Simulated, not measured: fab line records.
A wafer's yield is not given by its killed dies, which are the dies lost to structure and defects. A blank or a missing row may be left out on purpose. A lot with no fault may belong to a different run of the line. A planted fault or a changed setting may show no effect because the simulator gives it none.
Which of the tools did it? -- flow n5Finfet -- 24 lots, 72 wafers sampled, at 4 steps of a route of 1938

## WHAT THE GAUGES READ, wafer by wafer
N5_BEOL_M15_CD_MEAS_10: the cd target is 360 nm.
lot,measured,on,cdNm (nm)
L074,day 11 03:57,cdSem-01,362.6 361.6 359.4
L075,day 11 08:50,cdSem-03,360.7 360.7 361.8
L076,day 11 19:57,cdSem-03,360.2 359.7 361.7
L077,day 11 20:11,cdSem-03,358.8 359.0 358.7
L078,day 11 20:52,cdSem-01,362.5 361.8 360.7
L079,day 12 10:28,cdSem-02,360.8 361.9 360.4
L080,day 12 15:59,cdSem-03,359.8 360.7 360.0
L081,day 12 16:28,cdSem-03,360.7 358.3 360.1
L083,day 12 23:13,cdSem-02,358.8 360.3 359.1
L084,day 13 04:36,cdSem-01,358.5 357.2 358.7
L082,day 13 12:17,cdSem-03,359.7 358.6 358.5
L085,day 13 12:28,cdSem-02,362.6 360.7 362.1
L088,day 14 10:18,cdSem-02,359.5 360.3 359.6
L086,day 14 14:36,cdSem-02,360.6 360.4 360.3
L087,day 14 15:06,cdSem-02,361.6 359.3 360.8
L089,day 15 06:26,cdSem-02,360.2 358.0 359.3
L091,day 15 16:13,cdSem-01,362.6 362.4 362.6
L090,day 15 23:28,cdSem-02,361.6 360.1 360.4
L093,day 16 09:53,cdSem-01,360.6 359.4 360.5
L092,day 16 14:02,cdSem-02,362.1 359.6 361.3
L094,day 16 16:03,cdSem-02,360.4 360.6 360.3
L096,day 17 01:21,cdSem-01,359.2 359.9 361.0
L097,day 17 03:31,cdSem-02,360.5 359.2 360.6
L095,day 17 11:15,cdSem-01,359.6 361.4 359.5

N5_BEOL_M15_INSPECT_12: inspects for defects (macro).
lot,measured,on,rawDefectCount
L074,day 11 04:01,defectInspect-01,1 2 2
L075,day 11 08:55,defectInspect-01,4 4 0
L076,day 11 20:01,defectInspect-01,1 2 2
L077,day 11 20:14,defectInspect-02,2 3 3
L078,day 11 20:55,defectInspect-02,2 0 5
L079,day 12 10:31,defectInspect-02,1 3 1
L080,day 12 16:03,defectInspect-01,5 1 3
L081,day 12 16:31,defectInspect-02,3 2 1
L083,day 12 23:16,defectInspect-01,4 2 2
L084,day 13 04:39,defectInspect-02,0 2 2
L082,day 13 12:20,defectInspect-02,3 2 0
L085,day 13 12:31,defectInspect-02,2 3 3
L088,day 14 10:22,defectInspect-02,1 1 2
L086,day 14 14:40,defectInspect-02,1 3 0
L087,day 14 15:10,defectInspect-01,2 1 2
L089,day 15 06:29,defectInspect-02,1 2 0
L091,day 15 16:16,defectInspect-01,0 2 0
L090,day 15 23:32,defectInspect-02,1 2 2
L093,day 16 09:56,defectInspect-02,2 2 1
L092,day 16 14:05,defectInspect-02,2 1 1
L094,day 16 16:06,defectInspect-01,1 0 2
L096,day 17 01:24,defectInspect-01,3 1 2
L097,day 17 03:34,defectInspect-01,3 0 3
L095,day 17 11:18,defectInspect-02,1 2 1

## WHICH TOOL RAN EACH LOT (tool, then ch and the chambers of the sampled wafers, then the start)
lot,N5_BEOL_M14_DEGAS_41,N5_BEOL_M14_SPUTTER_43
L074,"pvdSputter-02, day 11 02:04","pvdSputter-02, day 11 02:09"
L075,"pvdSputter-03, day 11 06:42","pvdSputter-03, day 11 06:47"
L076,"pvdSputter-03, day 11 17:56","pvdSputter-03, day 11 18:01"
L077,"pvdSputter-02, day 11 18:04","pvdSputter-02, day 11 18:09"
L078,"pvdSputter-01, day 11 18:46","pvdSputter-01, day 11 18:50"
L079,"pvdSputter-01, day 12 08:35","pvdSputter-01, day 12 08:40"
L080,"pvdSputter-01, day 12 13:22","pvdSputter-01, day 12 13:27"
L081,"pvdSputter-01, day 12 13:46","pvdSputter-01, day 12 13:51"
L083,"pvdSputter-02, day 12 21:05","pvdSputter-02, day 12 21:10"
L084,"pvdSputter-03, day 13 02:35","pvdSputter-03, day 13 02:40"
L082,"pvdSputter-02, day 13 09:41","pvdSputter-02, day 13 09:46"
L085,"pvdSputter-01, day 13 09:55","pvdSputter-01, day 13 09:59"
L088,"pvdSputter-03, day 14 06:10","pvdSputter-03, day 14 06:15"
L086,"pvdSputter-03, day 14 10:21","pvdSputter-03, day 14 10:26"
L087,"pvdSputter-02, day 14 10:56","pvdSputter-02, day 14 11:01"
L089,"pvdSputter-02, day 15 00:56","pvdSputter-02, day 15 01:01"
L091,"pvdSputter-03, day 15 10:50","pvdSputter-03, day 15 10:55"
L090,"pvdSputter-01, day 15 17:58","pvdSputter-01, day 15 18:03"
L093,"pvdSputter-01, day 16 05:32","pvdSputter-01, day 16 05:37"
L092,"pvdSputter-02, day 16 09:55","pvdSputter-02, day 16 10:00"
L094,"pvdSputter-02, day 16 11:07","pvdSputter-02, day 16 11:12"
L096,"pvdSputter-02, day 16 23:19","pvdSputter-02, day 16 23:24"
L097,"pvdSputter-02, day 17 01:29","pvdSputter-02, day 17 01:34"
L095,"pvdSputter-01, day 17 08:55","pvdSputter-01, day 17 08:59"
- N5_BEOL_M14_DEGAS_41: time 60 s.
- N5_BEOL_M14_SPUTTER_43: material TaN, target thk 15 nm, time 24.19 s.

## AS READ BY THE TOOLS THEMSELVES (means over the sampled wafers that have a number; for cases with no such wafer, the mark the record gives instead)
N5_BEOL_M14_DEGAS_41.
lot,tool,heaterPowerW (W)
L074,pvdSputter-02,469
L075,pvdSputter-03,481
L076,pvdSputter-03,574
L077,pvdSputter-02,435
L078,pvdSputter-01,487
L079,pvdSputter-01,462
L080,pvdSputter-01,500
L081,pvdSputter-01,477
L083,pvdSputter-02,450
L084,pvdSputter-03,524
L082,pvdSputter-02,443
L085,pvdSputter-01,475
L088,pvdSputter-03,534
L086,pvdSputter-03,479
L087,pvdSputter-02,441
L089,pvdSputter-02,481
L091,pvdSputter-03,604
L090,pvdSputter-01,483
L093,pvdSputter-01,479
L092,pvdSputter-02,466
L094,pvdSputter-02,446
L096,pvdSputter-02,472
L097,pvdSputter-02,438
L095,pvdSputter-01,477

N5_BEOL_M14_SPUTTER_43.
lot,tool,throttleValvePct (%)
L074,pvdSputter-02,29.5
L075,pvdSputter-03,29.0
L076,pvdSputter-03,29.8
L077,pvdSputter-02,29.6
L078,pvdSputter-01,30.6
L079,pvdSputter-01,30.2
L080,pvdSputter-01,30.2
L081,pvdSputter-01,30.3
L083,pvdSputter-02,30.5
L084,pvdSputter-03,29.5
L082,pvdSputter-02,29.6
L085,pvdSputter-01,30.4
L088,pvdSputter-03,29.6
L086,pvdSputter-03,29.1
L087,pvdSputter-02,29.7
L089,pvdSputter-02,30.0
L091,pvdSputter-03,29.8
L090,pvdSputter-01,30.6
L093,pvdSputter-01,30.2
L092,pvdSputter-02,29.7
L094,pvdSputter-02,30.1
L096,pvdSputter-02,29.2
L097,pvdSputter-02,29.6
L095,pvdSputter-01,30.6

## THE ANSWER, worked out from the rows above alone
Rule: usual is defined by the lots themselves. The widest of any qualifying gaps counts: lots, ordered by their means at a reading, are off when they make up no more than a third of the lots, leave a main group of 4 or more, and stand apart from it by 3 or more times the standard deviation of that group's means. A main group is skipped when, at the precision printed for the reading in the tables above, its means are all equal. Also off: a lot with no number at a reading for which 4 or more lots have one. Where the step has rows for the other lots, those lots are counted as sound. First the gauges in route order, then the tools' own readings, where a lot's mean is used as printed above. At the first step where some lot is off, the reading lying furthest off is the one used; lots without a number count as furthest.
No lot is off on any of the readings shown, so nothing can be concluded from this.

## WHAT THE SIMULATOR HAD INSERTED
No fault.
